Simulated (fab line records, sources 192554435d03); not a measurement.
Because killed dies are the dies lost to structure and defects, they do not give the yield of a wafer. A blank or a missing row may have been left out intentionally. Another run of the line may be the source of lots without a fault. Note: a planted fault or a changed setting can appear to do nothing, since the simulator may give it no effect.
The tool behind it: which one? / flow n5 finfet / 24 lots (72 wafers sampled), 1 step of a 1938-step route

WHAT THE GAUGES READ, wafer by wafer
N5_BEOL_M0_RS_MEAS_126: a four-point-probe measurement. Usual: M0_RS typically reads 0.522 ohm/sq, with standard deviation 0.019.
lot=L074; measured=day 5 21:44; on=film metro-01; M0_RS (ohm/sq)=0.542 0.521 0.537; flag=
lot=L075; measured=day 6 10:51; on=film metro-01; M0_RS (ohm/sq)=0.569 0.548 0.517; flag=
lot=L076; measured=day 6 16:07; on=film metro-02; M0_RS (ohm/sq)=0.528 0.552 0.528; flag=
lot=L077; measured=day 6 20:14; on=film metro-02; M0_RS (ohm/sq)=0.514 0.502 0.510; flag=
lot=L078; measured=day 7 02:22; on=film metro-02; M0_RS (ohm/sq)=0.539 0.533 0.531; flag=
lot=L079; measured=day 7 03:43; on=film metro-02; M0_RS (ohm/sq)=0.512 0.518 0.536; flag=
lot=L080; measured=day 7 13:22; on=film metro-02; M0_RS (ohm/sq)=0.540 0.528 0.540; flag=
lot=L081; measured=day 7 15:04; on=film metro-02; M0_RS (ohm/sq)=0.495 0.501 0.524; flag=
lot=L082; measured=day 7 21:09; on=film metro-02; M0_RS (ohm/sq)=0.533 0.497 0.513; flag=
lot=L083; measured=day 8 01:50; on=film metro-02; M0_RS (ohm/sq)=0.521 0.527 0.530; flag=
lot=L084; measured=day 8 09:44; on=film metro-02; M0_RS (ohm/sq)=0.507 0.484 0.523; flag=
lot=L085; measured=day 8 18:41; on=film metro-02; M0_RS (ohm/sq)=0.531 0.516 0.519; flag=
lot=L086; measured=day 9 00:32; on=film metro-02; M0_RS (ohm/sq)=0.546 0.514 0.543; flag=
lot=L087; measured=day 9 07:53; on=film metro-02; M0_RS (ohm/sq)=0.521 0.501 0.498; flag=
lot=L088; measured=day 9 15:51; on=film metro-02; M0_RS (ohm/sq)=0.548 0.526 0.508; flag=
lot=L090; measured=day 10 00:53; on=film metro-01; M0_RS (ohm/sq)=0.532 0.533 0.531; flag=
lot=L089; measured=day 10 01:30; on=film metro-02; M0_RS (ohm/sq)=0.535 0.523 0.495; flag=
lot=L091; measured=day 10 08:59; on=film metro-02; M0_RS (ohm/sq)=0.542 0.543 0.536; flag=
lot=L092; measured=day 10 11:59; on=film metro-02; M0_RS (ohm/sq)=0.511 0.511 0.506; flag=
lot=L093; measured=day 10 13:59; on=film metro-01; M0_RS (ohm/sq)=0.550 0.500 0.505; flag=
lot=L094; measured=day 10 23:39; on=film metro-01; M0_RS (ohm/sq)=0.533 0.501 0.510; flag=
lot=L095; measured=day 11 07:35; on=film metro-01; M0_RS (ohm/sq)=0.517 0.508 0.516; flag=
lot=L096; measured=day 11 08:56; on=film metro-01; M0_RS (ohm/sq)=0.497 0.487 0.492; flag=
lot=L097; measured=day 11 17:00; on=film metro-02; M0_RS (ohm/sq)=0.531 0.524 0.514; flag=

EACH LOT AND THE TOOL THAT RAN IT (in order: tool; ch and the chambers of the sampled wafers; start)
The record holds no process step before these readings.

WHAT THE TOOLS THEMSELVES READ (means of the sampled wafers that have a number; where no wafer has one, the mark that the record gives instead)
The record holds no such reading with a usual standard deviation.

THE ANSWER, worked out from the rows above alone
Rule: lot off if the mean of its wafers having a number is beyond 3 standard deviations from the usual mean. Also off: a lot with no number at a reading for which 4 or more lots have one. All remaining lots with rows at the step are treated as sound. Order of review: gauges by route order, followed by the tools' own readings, for which a lot's mean as printed above is used. At the first step where some lot is off, the reading lying furthest off is the one used; lots without a number count as furthest.
No lot is off at any reading shown: from this, nothing can be told.

WHAT THE SIMULATOR PUT IN
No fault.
